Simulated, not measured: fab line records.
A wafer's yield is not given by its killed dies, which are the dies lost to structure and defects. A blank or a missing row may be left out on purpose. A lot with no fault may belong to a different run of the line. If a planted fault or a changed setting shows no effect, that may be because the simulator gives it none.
Which tool did it?    flow nand_harc    33 wafers from 11 lots sampled at 5 of the route's 1159 steps

## WHAT THE GAUGES READ, wafer by wafer
NHARC_A_M1_INSPECT_27.
lot   measured      on                 raw_defect_count
L640  day 18 10:07  defect_inspect-02  379 343 610
L642  day 18 21:44  defect_inspect-01  400 572 372
L646  day 20 00:00  defect_inspect-01  468 367 425
L647  day 20 00:49  defect_inspect-01  419 577 365
L651  day 20 05:19  defect_inspect-02  465 469 377
L649  day 20 21:15  defect_inspect-01  379 325 325
L650  day 20 21:29  defect_inspect-01  455 314 302
L658  day 22 21:48  defect_inspect-02  491 478 625
L659  day 23 13:17  defect_inspect-02  615 825 435
L660  day 23 12:59  defect_inspect-02  345 442 401
L661  day 23 15:50  defect_inspect-02  642 476 548

## WHICH TOOL RAN EACH LOT (tool, then ch and the chambers of the sampled wafers, then the start)
lot   NHARC_A_M1_STRIP_18                 NHARC_A_M1_ETCH_28                             NHARC_A_M1_ECD_22               NHARC_A_M1_CMP_23
L640  rie_diel-09 ch 0,1,2, day 18 07:55  rie_diel-09 ch 0,1,2, day 18 08:55 or earlier  ecd_cu-01 ch 0,1, day 18 08:55  cmp-01 ch 0,1,2, day 18 09:38
L642  rie_diel-09 ch 0,1, day 18 19:32    rie_diel-09 ch 0,1,2, day 18 20:31 or earlier  ecd_cu-02 ch 1, day 18 20:31    cmp-02 ch 0,2, day 18 21:18
L646  rie_diel-08 ch 2,3, day 19 21:46    rie_diel-08 ch 1,2,3, day 19 22:49 or earlier  ecd_cu-02 ch 1, day 19 22:49    cmp-02 ch 0,3, day 19 23:29
L647  rie_diel-08 ch 0,3, day 19 22:30    rie_diel-08 ch 0,2,3, day 19 23:36 or earlier  ecd_cu-02 ch 0,1, day 19 23:36  cmp-02 ch 1,2,3, day 20 00:25
L651  rie_diel-09 ch 0,1,2, day 20 03:10  rie_diel-09 ch 1,2,3, day 20 04:13 or earlier  ecd_cu-02 ch 0,1, day 20 04:13  cmp-02 ch 2,3, day 20 04:52
L649  rie_diel-08 ch 0,1,3, day 20 19:06  rie_diel-08 ch 0,2,3, day 20 20:04 or earlier  ecd_cu-02 ch 0,1, day 20 20:04  cmp-02 ch 0,1,2, day 20 20:48
L650  rie_diel-13 ch 0,1,3, day 20 19:16  rie_diel-13 ch 0,1,2, day 20 20:17 or earlier  ecd_cu-01 ch 0,1, day 20 20:17  cmp-01 ch 0,2,3, day 20 21:00
L658  rie_diel-13 ch 0,1,2, day 22 19:38  rie_diel-13 ch 0,1,2, day 22 20:40 or earlier  ecd_cu-01 ch 0,1, day 22 20:40  cmp-02 ch 0,1,3, day 22 21:20
L659  rie_diel-09 ch 0,3, day 23 09:55    rie_diel-09 ch 0,1,2, day 23 12:11 or earlier  ecd_cu-01 ch 0,1, day 23 12:11  cmp-02 ch 2,3, day 23 12:49
L660  rie_diel-13 ch 2,3, day 23 10:11    rie_diel-13 ch 1,2,3, day 23 11:50 or earlier  ecd_cu-01 ch 0,1, day 23 11:50  cmp-04 ch 0,1,2, day 23 12:34
L661  rie_diel-13 ch 0,1,3, day 23 13:37  rie_diel-13 ch 0,1,2, day 23 14:37 or earlier  ecd_cu-01 ch 0,1, day 23 14:37  cmp-04 ch 0,1,2, day 23 15:20
- NHARC_A_M1_STRIP_18: strips in N2/H2.
- NHARC_A_M1_ETCH_28: etches the open film in CF4/N2, target depth 30 nm, time 72.99 s.
- NHARC_A_M1_ECD_22: material Cu, target thk 400 nm.
- NHARC_A_M1_CMP_23: polishes, t overpolish 20 s, target thk 154.34 nm.

## THE ANSWER, worked out from the rows above alone
Rule: the lots themselves supply what counts as usual. Put in order of their means at a reading, lots are off if they are a third of the lots or fewer, leave a main group of 4 or more, and stand apart from it by a gap of 3 or more times the standard deviation of the main group's means; of several such gaps the widest counts. A main group is skipped when, at the precision printed for the reading in the tables above, its means are all equal. Also off: a lot with no number at a reading for which 4 or more lots have one. The other lots that the step has rows for count as sound.
Across all readings shown, no lot is off: no conclusion can be drawn from this.

## WHAT HAD BEEN PUT IN BY THE SIMULATOR
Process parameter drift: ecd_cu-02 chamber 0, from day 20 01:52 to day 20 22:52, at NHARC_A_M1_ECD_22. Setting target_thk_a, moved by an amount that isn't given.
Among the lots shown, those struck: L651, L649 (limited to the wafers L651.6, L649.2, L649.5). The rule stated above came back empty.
